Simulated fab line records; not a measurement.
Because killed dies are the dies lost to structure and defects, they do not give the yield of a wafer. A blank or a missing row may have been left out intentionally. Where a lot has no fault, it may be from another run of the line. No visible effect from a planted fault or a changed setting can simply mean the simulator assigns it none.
fab line records | flow n5-finfet
record lots=8 wafers=24 last-day=18
route steps=1938 shown PMOS_HMC_CHANNEL_EPI@70 FIN_SAQP@97 BEOL_M4@1111 PASSIVATION@1936
lots untouched by any fault: they come from a run of this same line in which no faults occurred
start-h: the number of hours between the record's first day and the start of the first shown wafer of the lot | wait-h: hours from the lot's prior step to this one | " unchanged from the row above | L1.1+2: several wafers, shown together as one row | - no value, or no start was given | * or withheld: withheld | < > ~ a bound
route shown NAME@n: names a module that has steps shown in the file, with the first one's number in the route | usual: the fault-free wafers' mean and standard deviation | same: alike in all rows | chamber/n: place in a boat | sites: per-site readings | _std_site: standard deviation of those values | _edge_site: outer sites' mean less inner sites' | radius-mm: how far each site lies from the wafer's centre | mask NAME#n: copy n | behind: tool/chamber where the wafer was last shaped | hold: why the lot was held/for how many hours/how that ended | device: the n, p or np transistor that did not switch | end of line: the route-end tests of the same wafers | for a step that has no rows: nothing shown but its recipe | killed: dies that structure and defects cost at the first sort, which is not the same as the wafer's yield | map: the dies of a wafer, with x for killed, . for not killed, _ for no die there
set.NAME: the setting the step ran with; set.NAME@STEP: the setting that earlier step ran with | model.NAME: the simulator's own value behind a step, which no gauge read
one table for each step of the route and one row for each wafer, over a sample of lots
services: from which hour (start-h, from the record's first day; less than 0 if before it) a tool's chamber was out of use, for how many hours, and why
## steps
# step N5_PMOS_HMC_CHANNEL_EPI_HM_OPEN_15
# recipe chemistry=CHF3/O2 target=SiO2 mask-material=CAR-ArF-block target-depth-a=406 CHF3_flow_sccm=50 O2_flow_sccm=5 Ar_flow_sccm=200 time-s=20.3 pressure-mtorr=30 source-w=650 bias-w=170 ion-energy-ev=200
# usual O2_flow_sccm=5.001/0.014 chamber-pressure-mTorr=30.001/0.027 drypump-motor-current-A=5.60/0.29 oes-product-au=0.78/0.09 rf-vpp-V=522/4.3 showerhead-plenum-p-Torr=2.41/0.069 throttle-valve-pct=18.83/0.27
# columns lot.wafer tool chamber start-h wait-h O2_flow_sccm chamber-pressure-mTorr drypump-motor-current-A oes-product-au rf-hours-counter-h rf-vpp-V showerhead-plenum-p-Torr throttle-valve-pct
L435.1 rie-diel-02 1 23.80 0.0 5.008 29.968 5.68 0.69 232 518 2.30 19.03
L435.2 " 3 " " 4.984 29.974 5.89 0.74 168 521 2.50 18.93
L435.5 " 0 " " 5.023 29.973 5.82 0.75 - 522 2.51 18.99
L445.3 rie-diel-04 3 84.08 0.0 5.006 29.965 5.14 0.69 231 521 2.28 18.83
L445.4 " 0 " " 5.021 30.000 4.94 0.74 171 525 2.49 18.83
L445.5 " 2 " " 5.002 29.974 5.47 0.79 - 520 2.51 18.83
L446.4 rie-diel-04 2 89.91 0.0 4.999 30.013 5.47 0.77 141 523 2.51 18.83
L446.5 " 2 " " 5.013 30.002 5.50 0.78 - 522 2.51 18.84
L446.6 " 3 " " 4.989 30.038 5.19 0.68 - 522 2.28 18.82
L447.1 rie-diel-01 0 95.49 0.0 5.009 30.010 5.86 0.87 37 514 2.45 18.45
L447.2 " 3 " " 4.985 29.966 5.31 0.68 218 530 2.39 18.94
L447.5 " 0 " " 4.999 30.018 5.90 0.88 - 514 2.45 18.44
L448.2 rie-diel-02 2 101.77 0.0 4.997 29.982 6.04 0.77 131 524 2.33 18.83
L448.4 " 0 " " 4.993 30.039 5.84 0.73 - 521 2.50 19.02
L448.5 " 0 " " 4.995 30.001 5.82 0.73 - 522 2.50 19.02
L454.1 rie-diel-01 1 138.45 0.0 4.987 29.943 5.74 0.73 198 520 2.40 19.32
L454.2 " 2 " " 4.983 29.985 5.36 0.90 27 526 2.37 18.46
L454.6 " 3 " " 5.025 30.050 5.30 0.68 - 530 2.38 18.94
L455.2 rie-diel-02 2 144.83 0.0 5.030 29.999 6.02 0.76 151 522 2.32 18.88
L455.3 " 1 " " 4.997 30.002 5.72 1.01 3 528 2.58 18.69
L455.5 " 3 " " 5.008 30.052 5.88 0.72 - 520 2.48 18.97
L457.1 rie-diel-01 3 157.87 0.0 4.997 29.979 5.30 0.67 242 528 2.38 18.96
L457.4 " 1 " " 5.000 29.986 5.76 0.72 207 522 2.40 19.30
L457.6 " 3 " " 4.998 29.986 5.30 0.67 - 529 2.38 18.98
# step N5_PMOS_HMC_CHANNEL_EPI_PRECLEAN_24
# recipe chemistry=DHF time-s=30 temp-c=25 dilution=withheld
# columns lot.wafer tool chamber start-h wait-h
L435.1+2+5 wet-bench-06 3,7,4 26.51 0.0
L445.3+4+5 wet-bench-06 3,7,0 86.31 0.0
L446.4+5+6 wet-bench-06 3,5,6 92.14 0.0
L447.1+2+5 wet-bench-06 1,4,7 98.12 0.0
L448.2+4+5 wet-bench-06 0,5,6 104.45 0.0
L454.1+2+6 wet-bench-03 0,7,6 141.64 0.0
L455.2+3+5 wet-bench-01 5,0,4 147.47 0.0
L457.1+4+6 wet-bench-01 5,0,6 160.13 0.0
# step N5_PMOS_HMC_CHANNEL_EPI_INSPECT_30
# recipe inspect-instrument=darkfield mode=post-epi
# usual raw-defect-count=18/6.5
# columns lot.wafer tool chamber start-h wait-h raw-defect-count
L435.1 defect-inspect-02 - 27.04 0.0 26
L435.2 " - " " 28
L435.5 " - " " 10
L445.3 defect-inspect-02 - 86.84 0.0 20
L445.4 " - " " 15
L445.5 " - " " 14
L446.4 defect-inspect-01 - 92.67 0.0 10
L446.5 " - " " 6
L446.6 " - " " 19
L447.1 defect-inspect-02 - 98.65 0.0 1007
L447.2 " - " " 1002
L447.5 " - " " 1015
L448.2 defect-inspect-02 - 104.87 0.0 987
L448.4 " - " " 973
L448.5 " - " " 990
L454.1 defect-inspect-01 - 142.17 0.0 20
L454.2 " - " " 14
L454.6 " - " " 20
L455.2 defect-inspect-01 - 148.00 0.0 14
L455.3 " - " " 10
L455.5 " - " " 10
L457.1 defect-inspect-01 - 160.66 0.0 20
L457.4 " - " " 34
L457.6 " - " " 38
# step N5_FIN_SAQP_THK_MEAS_05
# usual thk-nm=38.2/0.48
# columns lot.wafer tool chamber start-h wait-h thk-nm
L435.1 film-metro-01 - 27.67 0.1 37.6
L435.2 " - " " 38.0
L435.5 " - " " 37.8
L445.3 film-metro-01 - 87.57 0.1 37.6
L445.4 " - " " 38.2
L445.5 " - " " 38.3
L446.4 film-metro-02 - 95.51 0.0 38.0
L446.5 " - " " 38.2
L446.6 " - " " 38.4
L447.1 film-metro-02 - 100.31 0.1 37.7
L447.2 " - " " 37.6
L447.5 " - " " 38.6
L448.2 film-metro-01 - 105.51 0.1 37.2
L448.4 " - " " 38.6
L448.5 " - " " 38.4
L454.1 film-metro-01 - 142.89 0.1 37.9
L454.2 " - " " 37.6
L454.6 " - " " 38.2
L455.2 film-metro-02 - 148.63 0.1 37.2
L455.3 " - " " 37.4
L455.5 " - " " 38.1
L457.1 film-metro-01 - 161.29 0.1 38.3
L457.4 " - " " 38.7
L457.6 " - " " 39.1
# step N5_FIN_SAQP_PECVD_48
# recipe material=SiNx target-thk-a=250 temp-c=400 precursor=SiH4/NH3/N2 pressure-torr=1.5 rf-w=300 time-s=22.1
# usual chamber-pressure-Torr=1.500/0.0033 heater-power-w=781/110 showerhead-plenum-p-Torr=5.10/0.063 throttle-valve-pct=39.2/1.5
# columns lot.wafer tool chamber start-h wait-h chamber-pressure-Torr heater-power-w showerhead-plenum-p-Torr throttle-valve-pct
L435.1 pecvd-01 0 27.75 0.0 1.495 845 5.11 39.4
L435.2 " 1 " " 1.496 779 5.06 40.2
L435.5 " 0 " " 1.495 842 5.10 39.3
L445.3 pecvd-01 1 87.65 0.0 1.498 815 5.07 40.2
L445.4 " 0 " " 1.496 840 5.11 39.8
L445.5 " 1 " " 1.500 802 5.08 40.3
L446.4 pecvd-04 2 95.61 0.0 1.501 775 5.21 35.9
L446.5 " 0 " " 1.497 581 5.02 40.4
L446.6 " 1 " " 1.499 889 5.05 38.9
L447.1 pecvd-01 2 100.39 0.0 1.497 825 5.11 38.2
L447.2 " 1 " " 1.506 772 5.05 39.9
L447.5 " 0 " " 1.502 833 5.10 39.8
L448.2 pecvd-02 1 105.59 0.0 1.497 950 5.20 41.1
L448.4 " 0 " " 1.496 632 5.15 39.6
L448.5 " 1 " " 1.497 954 5.16 40.8
L454.1 pecvd-02 2 142.97 0.0 1.498 726 5.03 39.4
L454.2 " 0 " " 1.497 637 5.14 39.2
L454.6 " 1 " " 1.506 958 5.17 41.0
L455.2 pecvd-02 1 148.70 0.0 1.502 879 5.17 40.7
L455.3 " 2 " " 1.503 754 5.02 39.5
L455.5 " 0 " " 1.501 557 5.15 39.5
L457.1 pecvd-04 0 161.37 0.0 1.498 638 5.00 40.6
L457.4 " 2 " " 1.504 864 5.20 35.8
L457.6 " 0 " " 1.498 659 5.01 40.7
# step N5_FIN_SAQP_INSPECT_18
# recipe mode=adi inspect-instrument=brightfield
# usual raw-defect-count=438/130
# columns lot.wafer tool chamber start-h wait-h raw-defect-count
L435.1 defect-inspect-02 - 28.45 0.0 374
L435.2 " - " " 462
L435.5 " - " " 394
L445.3 defect-inspect-02 - 88.32 0.0 401
L445.4 " - " " 464
L445.5 " - " " 328
L446.4 defect-inspect-01 - 96.30 0.0 714
L446.5 " - " " 558
L446.6 " - " " 619
L447.1 defect-inspect-01 - 101.06 0.0 1368
L447.2 " - " " 1505
L447.5 " - " " 1334
L448.2 defect-inspect-02 - 106.28 0.0 1453
L448.4 " - " " 1265
L448.5 " - " " 1406
L454.1 defect-inspect-01 - 143.64 0.0 369
L454.2 " - " " 358
L454.6 " - " " 324
L455.2 defect-inspect-02 - 149.38 0.0 300
L455.3 " - " " 220
L455.5 " - " " 402
L457.1 defect-inspect-02 - 162.05 0.0 471
L457.4 " - " " 463
L457.6 " - " " 344
# step N5_FIN_SAQP_INSPECT_40
# recipe inspect-instrument=brightfield mode=aei
# usual raw-defect-count=226/66
# columns lot.wafer tool chamber start-h wait-h raw-defect-count
L435.1 defect-inspect-01 - 33.01 0.0 142
L435.2 " - " " 211
L435.5 " - " " 211
L445.3 defect-inspect-01 - 92.83 0.0 165
L445.4 " - " " 191
L445.5 " - " " 212
L446.4 defect-inspect-02 - 102.49 0.0 295
L446.5 " - " " 244
L446.6 " - " " 163
L447.1 defect-inspect-01 - 106.09 0.0 1229
L447.2 " - " " 1174
L447.5 " - " " 1281
L448.2 defect-inspect-02 - 110.57 0.0 1303
L448.4 " - " " 1200
L448.5 " - " " 1188
L454.1 defect-inspect-02 - 148.32 0.0 194
L454.2 " - " " 174
L454.6 " - " " 163
L455.2 defect-inspect-02 - 154.92 0.0 151
L455.3 " - " " 132
L455.5 " - " " 135
L457.1 defect-inspect-02 - 168.08 0.0 285
L457.4 " - " " 373
L457.6 " - " " 187
# step N5_BEOL_M4_RC_MEAS_101
# usual DIBL_N=35.9/1.3 DIBL_P=36.3/1.5 IOFF_N=0.153/0.023 IOFF_P=0.208/0.028 ION_N=672/9.7 ION_P=462/6.6 SS_N=71.5/0.53 SS_P=73.3/0.59 VT_N=250.4/2.7 VT_P=-250.5/3
# columns lot.wafer tool chamber start-h wait-h DIBL_N[mV/V] DIBL_P[mV/V] IOFF_N[nA/um] IOFF_P[nA/um] ION_N[uA/um] ION_P[uA/um] SS_N[mV/dec] SS_P[mV/dec] VT_N[mV] VT_P[mV]
L435.1 prober-01 0 183.96 0.0 35.9 35.8 0.154 0.189 673 457 71.3 73.1 251.8 -254.4
L435.2 " 0 " " 37.1 37.6 0.182 0.213 677 457 71.6 73.7 251.6 -250.9
L435.5 " 0 " " 37.2 37.0 0.181 0.215 684 465 72.2 74.0 248.6 -250.2
L445.3 prober-01 0 243.81 0.3 35.8 35.2 0.141 0.200 670 462 71.3 73.0 252.4 -250.8
L445.4 " 0 " " 34.1 32.7 0.116 0.167 649 450 70.6 72.7 257.0 -254.7
L445.5 " 0 " " 34.7 34.5 0.120 0.191 654 464 70.8 73.3 253.8 -251.3
L446.4 prober-02 0 251.67 0.5 36.8 35.5 0.161 0.211 677 454 71.4 74.0 253.2 -251.8
L446.5 " 0 " " 34.5 33.3 0.123 0.178 660 452 71.1 72.7 253.4 -253.1
L446.6 " 0 " " 35.1 33.3 0.129 0.176 659 454 71.6 73.3 254.8 -253.2
L448.2 prober-02 0 268.63 0.2 36.0 36.8 0.177 0.237 687 471 71.6 73.8 243.4 -248.4
L448.4 " 0 " " 37.6 37.8 0.198 0.244 664 460 72.9 74.2 246.2 -247.6
L448.5 " 0 " " 36.6 36.5 0.174 0.235 676 465 71.9 73.4 246.1 -246.4
L447.1 prober-02 0 274.79 0.0 34.4 34.2 0.117 0.164 656 447 70.8 72.5 253.0 -251.7
L447.2 " 0 " " 36.0 36.0 0.137 0.192 656 452 71.7 72.9 252.0 -252.3
L447.5 " 0 " " 37.2 37.4 0.153 0.211 666 456 71.6 73.3 251.0 -252.4
L454.1 prober-01 0 309.20 0.0 35.8 38.0 0.168 0.216 673 462 71.5 73.4 249.3 -252.6
L454.2 " 0 " " 32.8 34.6 0.121 0.176 669 460 71.3 72.8 251.3 -253.5
L454.6 " 0 " " 34.9 37.1 0.152 0.203 685 474 71.5 73.5 252.4 -249.4
L455.2 prober-02 0 313.32 0.2 37.1 38.5 0.190 0.239 690 472 71.4 74.4 247.0 -248.6
L455.3 " 0 " " 36.4 37.5 0.170 0.215 691 468 71.4 74.6 248.6 -250.0
L455.5 " 0 " " 36.6 37.4 0.165 0.209 679 462 71.7 73.0 249.0 -248.8
L457.1 prober-02 0 336.40 0.0 35.8 35.8 0.145 0.211 689 473 70.6 72.9 248.5 -249.6
L457.4 " 0 " " 35.0 34.7 0.134 0.189 679 469 70.9 72.8 250.8 -249.5
L457.6 " 0 " " 35.3 34.6 0.136 0.192 672 462 70.7 73.1 250.5 -249.6
# step N5_PASSIVATION_PROBE_49
# usual defect-limited-yield=91.1/1.5 killed_at_M0_to_M3=35/9.5 killed_at_M4_up=13/5.2 killed-at-contacts=12/6.1 killed-at-front-end=41/14 killed-at-other=3.8/2.9 killed-dies=105/17 killed-on-rim=13/4.1 killed-open=70/13 killed-short=33/8.4 sort_bin_5_function=5.1/0.97 sort_bin_6_memory=3.4/0.69 sort-n-pass=1075/17 sort-yield-pct=91.1/1.5
# same gross-dies=1180 killed-at-back-side=0 sort_bin_4_leakage[%]=0 sort_bin_8_speed[%]=0
# columns lot.wafer tool chamber start-h wait-h defect-limited-yield[%] killed_at_M0_to_M3 killed_at_M4_up killed-at-contacts killed-at-front-end killed-at-other killed-dies killed-on-rim killed-open killed-short sort_bin_5_function[%] sort_bin_6_memory[%] sort-n-pass sort-yield-pct[%]
L435.1 prober-01 - 292.76 0.0 90.1 65 16 7 24 5 117 21 73 44 6.4 3.1 1063 90.1
L435.2 prober-01 - 292.81 0.1 91.0 57 15 6 24 4 106 14 68 38 5.3 3.1 1074 91.0
L435.5 prober-01 - 292.96 0.2 90.7 47 9 8 39 7 110 14 82 28 4.6 4.6 1070 90.7
L445.3 prober-01 - 354.44 0.1 91.8 38 16 11 29 3 97 8 59 37 4.8 3.1 1083 91.8
L445.4 prober-01 - 354.49 0.2 91.4 32 16 21 29 4 102 9 73 26 5.2 3.4 1078 91.4
L445.5 prober-01 - 354.54 0.2 92.1 27 16 10 39 1 93 13 61 30 4.4 3.0 1087 92.1
L446.4 prober-01 - 355.32 0.2 91.4 36 11 15 29 10 101 13 63 36 5.1 3.1 1079 91.4
L446.5 prober-01 - 355.37 0.2 93.1 30 8 6 30 7 81 16 50 29 3.3 3.1 1099 93.1
L446.6 prober-01 - 355.42 0.3 89.8 31 12 20 48 9 120 9 80 37 5.3 4.7 1060 89.8
L448.2 prober-01 - 369.49 0.1 80.4 21 16 10 184 0 231 12 61 28 12.1 3.8 949 80.4
L448.4 prober-01 - 369.59 0.2 84.9 34 23 3 116 2 178 34 71 27 8.8 3.4 1002 84.9
L448.5 prober-01 - 369.64 0.2 81.8 16 14 11 168 6 215 29 59 25 10.8 4.4 965 81.8
L447.1 prober-01 - 373.97 0.0 79.6 28 14 18 175 6 241 34 74 39 11.6 5.2 939 79.6
L447.2 prober-01 - 374.02 0.1 78.9 33 11 7 193 5 249 15 69 34 12.5 5.4 931 78.9
L447.5 prober-01 - 374.17 0.2 83.4 32 17 13 134 0 196 28 76 28 10.1 3.9 984 83.4
# killed by level:class
L435.1 BEOL_M0_SAQP:geometric-particle:open=18 BEOL_M0_SAQP:geometric-particle:short=16 BEOL_M2:geometric-particle:open=9 FIN_SAQP:geometric-particle:open=8 BEOL_M1:geometric-particle:open=7 BEOL_M4:geometric-particle:open=7 MOL_CONTACT_COAG:geometric-particle:open=4 BEOL_M3:geometric-particle:open=4
L435.2 BEOL_M0_SAQP:geometric-particle:short=14 BEOL_M0_SAQP:geometric-particle:open=11 BEOL_M2:geometric-particle:open=8 BEOL_M4:geometric-particle:open=8 BEOL_M3:geometric-particle:open=7 FIN_SAQP:geometric-particle:short=6 MOL_CONTACT_COAG:geometric-particle:open=6 STI_FIN_REVEAL:geometric-particle:open=5
L435.5 BEOL_M0_SAQP:geometric-particle:open=13 BEOL_M3:geometric-particle:open=10 FIN_SAQP:geometric-particle:open=9 MOL_CONTACT_COAG:geometric-particle:open=8 BEOL_M1:geometric-particle:open=8 BEOL_M0_SAQP:geometric-particle:short=7 DUMMY_GATE:geometric-particle:open=6 FIN_SAQP:geometric-particle:short=5
L445.3 BEOL_M0_SAQP:geometric-particle:short=12 BEOL_M4:geometric-particle:open=8 MOL_CONTACT_COAG:geometric-particle:open=7 BEOL_M0_SAQP:geometric-particle:open=6 BEOL_M2:geometric-particle:open=6 BEOL_M3:geometric-particle:open=6 STARTING-WAFER:geometric-particle:short=5 FIN_SAQP:geometric-particle:short=4
L445.4 MOL_CONTACT_COAG:geometric-particle:open=17 BEOL_M0_SAQP:geometric-particle:open=10 STI_FIN_REVEAL:geometric-particle:open=9 BEOL_M0_SAQP:geometric-particle:short=9 FIN_SAQP:geometric-particle:short=5 FIN_SAQP:geometric-particle:open=5 BEOL_M3:geometric-particle:open=5 BEOL_M5:geometric-particle:open=5
L445.5 FIN_SAQP:geometric-particle:open=8 MOL_CONTACT_COAG:geometric-particle:open=8 FIN_SAQP:geometric-particle:short=7 BEOL_M0_SAQP:geometric-particle:open=7 STI_FIN_REVEAL:geometric-particle:open=6 GATE_CUT:geometric-particle:open=5 BEOL_M0_SAQP:geometric-particle:short=5 BEOL_M0:geometric-particle:open=5
L446.4 MOL_CONTACT_COAG:geometric-particle:open=14 STI_FIN_REVEAL:geometric-particle:open=13 BEOL_M0_SAQP:geometric-particle:short=8 BEOL_M0_SAQP:geometric-particle:open=6 BEOL_M2:geometric-particle:short=6 BEOL_M1:geometric-particle:open=5 BEOL_M7:geometric-particle:open=5 BEOL_M3:geometric-particle:open=4
L446.5 STI_FIN_REVEAL:geometric-particle:open=11 BEOL_M1:geometric-particle:open=9 BEOL_M0_SAQP:geometric-particle:short=7 STI_FIN_REVEAL:geometric-particle:short=5 GATE_CUT:geometric-particle:short=5 MOL_CONTACT_COAG:geometric-particle:open=5 GATE_CUT:geometric-particle:open=4 PASS1_CAP:geometric-particle:open=4
L446.6 STI_FIN_REVEAL:geometric-particle:open=13 MOL_CONTACT_COAG:geometric-particle:open=12 BEOL_M1:geometric-particle:open=10 DUMMY_GATE:geometric-particle:open=9 MOL_CONTACT_COAG:geometric-particle:short=8 BEOL_M0_SAQP:geometric-particle:open=6 BEOL_M4:geometric-particle:open=6 STI_FIN_REVEAL:geometric-particle:short=5
L448.2 PMOS_HMC_CHANNEL_EPI:unspecified=138 FIN_SAQP:geometric-particle:open=20 FIN_SAQP:geometric-particle:short=9 MOL_CONTACT_COAG:geometric-particle:open=9 BEOL_M4:geometric-particle:open=6 BEOL_M0_SAQP:geometric-particle:short=5 BEOL_M0_SAQP:geometric-particle:open=5 BEOL_M6:geometric-particle:open=4
L448.4 PMOS_HMC_CHANNEL_EPI:unspecified=79 BEOL_M4:geometric-particle:open=11 STI_FIN_REVEAL:geometric-particle:open=8 BEOL_M3:geometric-particle:open=8 BEOL_M0_SAQP:geometric-particle:open=7 FIN_SAQP:geometric-particle:open=6 BEOL_M0_SAQP:geometric-particle:short=6 BEOL_M3:geometric-particle:short=5
L448.5 PMOS_HMC_CHANNEL_EPI:unspecified=129 FIN_SAQP:geometric-particle:open=9 DUMMY_GATE:geometric-particle:open=9 MOL_CONTACT_COAG:geometric-particle:open=8 STI_FIN_REVEAL:geometric-particle:open=7 BEOL_M0_SAQP:geometric-particle:short=6 BEOL_M4:geometric-particle:open=5 FIN_SAQP:geometric-particle:short=3
L447.1 PMOS_HMC_CHANNEL_EPI:unspecified=126 MOL_CONTACT_COAG:geometric-particle:open=14 GATE_CUT:geometric-particle:short=13 BEOL_M3:geometric-particle:open=11 STI_FIN_REVEAL:geometric-particle:open=8 GATE_CUT:geometric-particle:open=7 BEOL_M3:geometric-particle:short=6 DUMMY_GATE:geometric-particle:open=5
L447.2 PMOS_HMC_CHANNEL_EPI:unspecified=145 BEOL_M3:geometric-particle:open=16 GATE_CUT:geometric-particle:short=10 GATE_CUT:geometric-particle:open=9 DUMMY_GATE:geometric-particle:open=8 FIN_SAQP:geometric-particle:open=6 FIN_SAQP:geometric-particle:short=5 BEOL_M0_SAQP:geometric-particle:open=5
L447.5 PMOS_HMC_CHANNEL_EPI:unspecified=89 MOL_CONTACT_COAG:geometric-particle:open=10 STI_FIN_REVEAL:geometric-particle:open=10 BEOL_M3:geometric-particle:open=9 FIN_SAQP:geometric-particle:short=8 FIN_SAQP:geometric-particle:open=7 GATE_CUT:geometric-particle:open=7 BEOL_M0:geometric-particle:open=6
## services
# columns tool chamber start-h hours kind
rie-diel-01 2 16.30 - clean
rie-diel-01 2 16.30 - consumable-replace:focus-ring
rie-diel-01 2 16.30 20.9 scheduled-down
rie-diel-01 2 16.30 20.9 vent-cycle
wet-bench-03 - 18.42 4.4 pm
rie-diel-02 - 35.76 2.0 repair
pecvd-01 2 48.19 5.5 scheduled-down
rie-diel-04 0 49.89 8.4 repair
rie-diel-02 1 50.78 2.9 repair
pecvd-04 1 53.59 4.6 repair
pecvd-01 0 66.84 2.1 scheduled-down
wet-bench-06 - 73.49 1.9 pm
rie-diel-01 1 93.05 9.4 repair
rie-diel-02 - 94.98 2.8 pm
rie-diel-02 3 98.87 7.9 repair
pecvd-01 - 111.50 10.5 repair
pecvd-02 - 115.42 1.9 repair
rie-diel-02 1 122.31 - clean
rie-diel-02 1 122.31 - consumable-replace:focus-ring
rie-diel-02 1 122.31 - consumable-replace:showerhead
rie-diel-02 1 122.31 15.9 scheduled-down
rie-diel-02 1 122.31 15.9 vent-cycle
rie-diel-04 - 128.58 28.1 pm
pecvd-01 - 151.25 28.1 pm
## key
first-sign step=N5_PMOS_HMC_CHANNEL_EPI_INSPECT_30 reading=raw-defect-count direction=up sigmas=99+ usual=18 struck=996
effect step=N5_FIN_SAQP_INSPECT_18 reading=raw-defect-count direction=up sigmas=7.5 usual=438 struck=1388
effect step=N5_FIN_SAQP_INSPECT_40 reading=raw-defect-count direction=up sigmas=15 usual=226 struck=1229
effect step=N5_PASSIVATION_PROBE_49 reading=killed-at-front-end direction=up sigmas=8.9 usual=41 struck=162
more-kills-born-at N5_PMOS_HMC_CHANNEL_EPI_PRECLEAN_24@wet-bench-06=706
met-at N5_PMOS_HMC_CHANNEL_EPI_PRECLEAN_24
struck-lots L447,L448
not-acting-at N5_PMOS_HMC_CHANNEL_EPI_HM_OPEN_15,N5_FIN_SAQP_THK_MEAS_05,N5_FIN_SAQP_PECVD_48
onset-between 92.14 98.12
fault kind=chamber-particle-source tool=wet-bench-06 chamber=- onset-h=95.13 steps=N5_PMOS_HMC_CHANNEL_EPI_PRECLEAN_24 rate-per-visit-cm2=1.5197 end-h=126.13
